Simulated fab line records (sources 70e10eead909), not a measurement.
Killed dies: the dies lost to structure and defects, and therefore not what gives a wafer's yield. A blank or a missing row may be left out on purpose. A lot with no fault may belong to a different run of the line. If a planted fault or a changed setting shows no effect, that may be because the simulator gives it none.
Chamber matching | flow nand harc | pecvd-04 running NHARC_A_CONTACT_DEP_24: 3 sister chambers
The step deposits SiO2, target thk 500 nm. 22 wafers are shown with their chamber, then 11 later ones without.

## EACH WAFER AND ITS CHAMBER
wafer  | chamber | throttle valve pct (%) | heater power w (W)
L074.1 | 1       | 15.7                   | 714
L074.2 | 0       | 15.9                   | 511
L074.5 | 1       | 15.6                   | 741
L075.1 | 2       | 15.2                   | 518
L075.4 | 2       | 15.3                   | 542
L075.6 | 0       | 15.8                   | 539
L078.1 | 0       | 15.7                   | 538
L078.2 | 2       | 15.1                   | 482
L078.6 | 0       | 15.9                   | 563
L077.1 | 0       | 15.6                   | 484
L077.2 | 2       | 15.2                   | 456
L077.3 | 1       | 15.7                   | 691
L079.2 | 0       | 16.0                   | 497
L079.5 | 2       | 15.3                   | 555
L079.6 | 1       | 15.6                   | 581
L081.1 | 1       | 15.8                   | 709
L081.3 | 0       | 15.9                   | 565
L081.5 | 1       | 15.6                   | 567
L082.2 | 1       | 15.5                   | 725
L082.4 | 1       | 15.8                   | 567
L082.5 | 2       | 15.5                   | 554
L087.2 | 0       | 15.8                   | 566

SIGNATURES, as means of the wafers listed above
reading            | chamber 0 | chamber 1 | chamber 2 | scatter within a chamber
throttle valve pct | 15.825    | 15.662    | 15.267    | 0.123
heater power w     | 532.88    | 661.88    | 517.83    | 54.4
Rule: a wafer's distance from a chamber is the root of the sum, over the readings, of the square of ((its reading less the chamber's mean) divided by the reading's scatter). If the next closest chamber is less than 2 further off than the closest, the wafer can't be placed; otherwise it belongs to the closest. The scatter is the square root of a quotient: the sum, over the shown wafers, of each reading's squared deviation from its chamber's mean, divided by wafers minus chambers.

## WAFERS MISSING THEIR CHAMBER
wafer  | throttle valve pct (%) | heater power w (W)
L087.5 | 15.7                   | 438
L087.6 | 15.3                   | 508
L086.1 | 15.6                   | 536
L086.2 | 15.8                   | 549
L086.5 | 15.6                   | 661
L089.2 | 15.7                   | 565
L089.4 | 15.7                   | 554
L089.5 | 15.6                   | 691
L093.4 | 15.7                   | 625
L093.5 | 15.0                   | 550
L093.6 | 15.5                   | 553

## EACH ONE'S CHAMBER
wafer  | from the rows above          | in truth
L087.5 | can't be placed: 0 or 2      | 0
L087.6 | 2                            | 2
L086.1 | can't be placed: 0 or 1 or 2 | 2
L086.2 | can't be placed: 0 or 1      | 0
L086.5 | 1                            | 1
L089.2 | can't be placed: 0 or 1      | 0
L089.4 | can't be placed: 0 or 1      | 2
L089.5 | 1                            | 1
L093.4 | can't be placed: 1 or 0      | 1
L093.5 | 2                            | 2
L093.6 | can't be placed: 2 or 1 or 0 | 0
Correctly placed: 4 of 11. Can't be placed from these rows: 7 (the true chamber is among the candidates in 6). Number placed wrongly: 0.
